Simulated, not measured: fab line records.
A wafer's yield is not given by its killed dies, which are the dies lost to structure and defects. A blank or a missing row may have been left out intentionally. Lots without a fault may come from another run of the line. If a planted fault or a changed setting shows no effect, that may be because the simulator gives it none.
Split-lot study :: flow n5-finfet :: 39 wafers read from 7 lots, route of 1938 steps

THE SPLIT ITSELF
At N5_MOL_CONTACT_COAG_ETCH_91 (etches SOC in N2/H2, target depth 60 nm, overetch 21 nm, time 101.2 s), the setting source-w was moved away from the recipe's 840 W on 9 of the 39 wafers read, by +11.6% to +15.6%. This setting was run at the recipe's value on the other wafers.

The split's own step is where the reading is taken.

THE READING
rf-vpp-V, in V, at N5_MOL_CONTACT_COAG_ETCH_91 (etches SOC in N2/H2, target depth 60 nm, overetch 21 nm, time 101.2 s). Fault-free wafers of this fab line usually give 522.7 V, standard deviation 2.1 V.

wafer: L078.1
tool, chamber at the split: rie-diel-03, 3
source-w as run, W: 840
against the recipe: recipe
rf-vpp-V, V: 528.0
against lot-mates on the recipe: -

wafer: L078.2
tool, chamber at the split: rie-diel-03, 0
source-w as run, W: 840
against the recipe: recipe
rf-vpp-V, V: 525.9
against lot-mates on the recipe: -

wafer: L078.3
tool, chamber at the split: rie-diel-03, 2
source-w as run, W: 840
against the recipe: recipe
rf-vpp-V, V: 521.5
against lot-mates on the recipe: -

wafer: L078.4
tool, chamber at the split: rie-diel-03, 1
source-w as run, W: 937.8
against the recipe: +11.6%
rf-vpp-V, V: 502.4
against lot-mates on the recipe: -22.7

wafer: L078.5
tool, chamber at the split: rie-diel-03, 2
source-w as run, W: 937.8
against the recipe: +11.6%
rf-vpp-V, V: 503.2
against lot-mates on the recipe: -21.9

wafer: L078.6
tool, chamber at the split: rie-diel-03, 3
source-w as run, W: 937.8
against the recipe: +11.6%
rf-vpp-V, V: 508.7
against lot-mates on the recipe: -16.4

wafer: L079.2
tool, chamber at the split: rie-diel-04, 1
source-w as run, W: 840
against the recipe: recipe
rf-vpp-V, V: 522.0
against lot-mates on the recipe: -

wafer: L079.3
tool, chamber at the split: rie-diel-04, 0
source-w as run, W: 840
against the recipe: recipe
rf-vpp-V, V: 520.9
against lot-mates on the recipe: -

wafer: L079.6
tool, chamber at the split: rie-diel-04, 2
source-w as run, W: 840
against the recipe: recipe
rf-vpp-V, V: 522.4
against lot-mates on the recipe: -

wafer: L084.1
tool, chamber at the split: rie-diel-04, 1
source-w as run, W: 840
against the recipe: recipe
rf-vpp-V, V: 523.4
against lot-mates on the recipe: -

wafer: L084.2
tool, chamber at the split: rie-diel-04, 0
source-w as run, W: 840
against the recipe: recipe
rf-vpp-V, V: 521.6
against lot-mates on the recipe: -

wafer: L084.3
tool, chamber at the split: rie-diel-04, 2
source-w as run, W: 840
against the recipe: recipe
rf-vpp-V, V: 522.8
against lot-mates on the recipe: -

wafer: L084.4
tool, chamber at the split: rie-diel-04, 3
source-w as run, W: 840
against the recipe: recipe
rf-vpp-V, V: 523.8
against lot-mates on the recipe: -

wafer: L084.5
tool, chamber at the split: rie-diel-04, 0
source-w as run, W: 840
against the recipe: recipe
rf-vpp-V, V: 520.2
against lot-mates on the recipe: -

wafer: L084.6
tool, chamber at the split: rie-diel-04, 1
source-w as run, W: 840
against the recipe: recipe
rf-vpp-V, V: 520.7
against lot-mates on the recipe: -

wafer: L085.1
tool, chamber at the split: rie-diel-04, 0
source-w as run, W: 962.3
against the recipe: +14.6%
rf-vpp-V, V: 498.6
against lot-mates on the recipe: -22.9

wafer: L085.2
tool, chamber at the split: rie-diel-04, 1
source-w as run, W: 840
against the recipe: recipe
rf-vpp-V, V: 520.3
against lot-mates on the recipe: -

wafer: L085.3
tool, chamber at the split: rie-diel-04, 2
source-w as run, W: 840
against the recipe: recipe
rf-vpp-V, V: 522.6
against lot-mates on the recipe: -

wafer: L085.4
tool, chamber at the split: rie-diel-04, 3
source-w as run, W: 962.3
against the recipe: +14.6%
rf-vpp-V, V: 498.5
against lot-mates on the recipe: -23.0

wafer: L085.5
tool, chamber at the split: rie-diel-04, 2
source-w as run, W: 962.3
against the recipe: +14.6%
rf-vpp-V, V: 499.2
against lot-mates on the recipe: -22.3

wafer: L085.6
tool, chamber at the split: rie-diel-04, 1
source-w as run, W: 840
against the recipe: recipe
rf-vpp-V, V: 521.6
against lot-mates on the recipe: -

wafer: L088.1
tool, chamber at the split: rie-diel-04, 0
source-w as run, W: 840
against the recipe: recipe
rf-vpp-V, V: 521.3
against lot-mates on the recipe: -

wafer: L088.2
tool, chamber at the split: rie-diel-04, 2
source-w as run, W: 840
against the recipe: recipe
rf-vpp-V, V: 522.6
against lot-mates on the recipe: -

wafer: L088.3
tool, chamber at the split: rie-diel-04, 3
source-w as run, W: 840
against the recipe: recipe
rf-vpp-V, V: 520.4
against lot-mates on the recipe: -

wafer: L088.4
tool, chamber at the split: rie-diel-04, 1
source-w as run, W: 840
against the recipe: recipe
rf-vpp-V, V: 521.8
against lot-mates on the recipe: -

wafer: L088.5
tool, chamber at the split: rie-diel-04, 3
source-w as run, W: 840
against the recipe: recipe
rf-vpp-V, V: 521.7
against lot-mates on the recipe: -

wafer: L088.6
tool, chamber at the split: rie-diel-04, 2
source-w as run, W: 840
against the recipe: recipe
rf-vpp-V, V: 522.7
against lot-mates on the recipe: -

wafer: L095.1
tool, chamber at the split: rie-diel-06, 1
source-w as run, W: 840
against the recipe: recipe
rf-vpp-V, V: 521.4
against lot-mates on the recipe: -

wafer: L095.2
tool, chamber at the split: rie-diel-06, 0
source-w as run, W: 840
against the recipe: recipe
rf-vpp-V, V: 521.8
against lot-mates on the recipe: -

wafer: L095.3
tool, chamber at the split: rie-diel-06, 3
source-w as run, W: 840
against the recipe: recipe
rf-vpp-V, V: 523.4
against lot-mates on the recipe: -

wafer: L095.4
tool, chamber at the split: rie-diel-06, 2
source-w as run, W: 840
against the recipe: recipe
rf-vpp-V, V: 521.6
against lot-mates on the recipe: -

wafer: L095.5
tool, chamber at the split: rie-diel-06, 3
source-w as run, W: 840
against the recipe: recipe
rf-vpp-V, V: 523.7
against lot-mates on the recipe: -

wafer: L095.6
tool, chamber at the split: rie-diel-06, 2
source-w as run, W: 840
against the recipe: recipe
rf-vpp-V, V: 519.9
against lot-mates on the recipe: -

wafer: L097.1
tool, chamber at the split: rie-diel-03, 3
source-w as run, W: 840
against the recipe: recipe
rf-vpp-V, V: 528.0
against lot-mates on the recipe: -

wafer: L097.2
tool, chamber at the split: rie-diel-03, 0
source-w as run, W: 970.8
against the recipe: +15.6%
rf-vpp-V, V: 500.5
against lot-mates on the recipe: -23.3

wafer: L097.3
tool, chamber at the split: rie-diel-03, 1
source-w as run, W: 970.8
against the recipe: +15.6%
rf-vpp-V, V: 494.6
against lot-mates on the recipe: -29.2

wafer: L097.4
tool, chamber at the split: rie-diel-03, 2
source-w as run, W: 840
against the recipe: recipe
rf-vpp-V, V: 522.3
against lot-mates on the recipe: -

wafer: L097.5
tool, chamber at the split: rie-diel-03, 1
source-w as run, W: 970.8
against the recipe: +15.6%
rf-vpp-V, V: 496.3
against lot-mates on the recipe: -27.5

wafer: L097.6
tool, chamber at the split: rie-diel-03, 2
source-w as run, W: 840
against the recipe: recipe
rf-vpp-V, V: 521.0
against lot-mates on the recipe: -

FIT RESULTS
A straight line over all 39 wafers: rf-vpp-V changes by -1.6 V for each +1% of source-w; r = -0.98; the points scatter about the line by 2.1 V.
The same after taking each lot's own level away (the mean of its wafers on the recipe; 39 wafers): -1.66 V for each +1%; r = -0.98; scatter 1.9 V.
On that fit, the largest move of source-w shifts the reading by 26 V.
Across the lots, their own levels run from 521.50 to 525.13 V, a range of 1.7 times the standard deviation given above.
Consequently the slope shifts little with the lot-to-lot level, the two slopes agreeing.
Check: with one of the wafers moved furthest among these (+15.6%) left out of the fit, the line predicts -26.4 V for it against its lot-mates. Against them it came out at -23.3 V.
Tool readings at the split's step, against how far the setting was moved: rf-vpp-V r = -0.98.

OTHER SPLITS APPLIED TO THESE WAFERS
Note: prior to the reading, these wafers also went through further splits. Each is held against what the fit with the lots' levels taken away leaves over:
other split on the same wafers: N5_FIN_SAQP_HM_DEP_03 target-thk-a
wafers away from the commonest value: 9
r with rf-vpp-V (lot level and that fit taken away): +0.09

other split on the same wafers: N5_DUMMY_GATE_CVD_03 temp-c
wafers away from the commonest value: 18
r with rf-vpp-V (lot level and that fit taken away): +0.14

THE FILE'S OWN FIT
rf-vpp-V changes by -1.67 V for each +1% of source-w, r = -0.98.
